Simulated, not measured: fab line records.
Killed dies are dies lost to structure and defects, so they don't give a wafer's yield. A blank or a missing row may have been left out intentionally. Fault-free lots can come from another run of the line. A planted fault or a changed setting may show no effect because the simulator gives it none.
Matching of chambers + flow n5-finfet + rie-diel-02 running N5_BEOL_M8_STRIP_36: 4 sister chambers
The step strips in N2/H2. 8 wafers are shown with their chamber, then 9 later ones without.

== WAFERS PAIRED WITH THEIR CHAMBERS ==
| wafer  | chamber | showerhead-plenum-p-Torr (Torr) | oes-product-au (a.u.) |
|--------|---------|---------------------------------|-----------------------|
| L084.2 | 1       | 2.69                            | 0.86                  |
| L084.5 | 0       | 2.46                            | 0.79                  |
| L083.3 | 3       | 2.59                            | 0.85                  |
| L083.5 | 0       | 2.45                            | 0.79                  |
| L083.6 | 1       | 2.68                            | 0.86                  |
| L085.2 | 2       | 2.41                            | 0.73                  |
| L085.4 | 3       | 2.59                            | 0.84                  |
| L085.5 | 2       | 2.41                            | 0.73                  |

== WAFERS WHOSE CHAMBER IS MISSING ==
| wafer  | showerhead-plenum-p-Torr (Torr) | oes-product-au (a.u.) |
|--------|---------------------------------|-----------------------|
| L087.3 | 2.45                            | 0.78                  |
| L087.4 | 2.68                            | 0.84                  |
| L087.6 | 2.59                            | 0.84                  |
| L089.1 | 2.59                            | 0.82                  |
| L089.4 | 2.41                            | 0.72                  |
| L089.6 | 2.41                            | 0.71                  |
| L092.1 | 2.67                            | 0.80                  |
| L092.4 | 2.40                            | 0.70                  |
| L092.5 | 2.40                            | 0.71                  |

== CHAMBER TAKEN BY EACH ==
| wafer  | from the rows above | in truth |
|--------|---------------------|----------|
| L087.3 | 0                   | 0        |
| L087.4 | 1                   | 1        |
| L087.6 | 3                   | 3        |
| L089.1 | 3                   | 3        |
| L089.4 | 2                   | 2        |
| L089.6 | 2                   | 2        |
| L092.1 | 1                   | 1        |
| L092.4 | 2                   | 2        |
| L092.5 | 2                   | 2        |
Correctly placed: 9 of 9. Not placeable from these rows: 0. Placed wrongly: 0.
How it was worked out, from the rows above alone: a wafer's distance from a chamber is the root of the sum, over the readings, of the square of ((its reading less the chamber's mean) divided by the reading's scatter). The wafer belongs to the nearest chamber; if the next one is less than 2 further off, it can't be placed. For every chamber, the mean is computed from those of its wafers that are shown. The scatter: take each reading less its chamber's mean, square it, sum over the shown wafers, divide by the number of wafers less the number of chambers, and take the root.
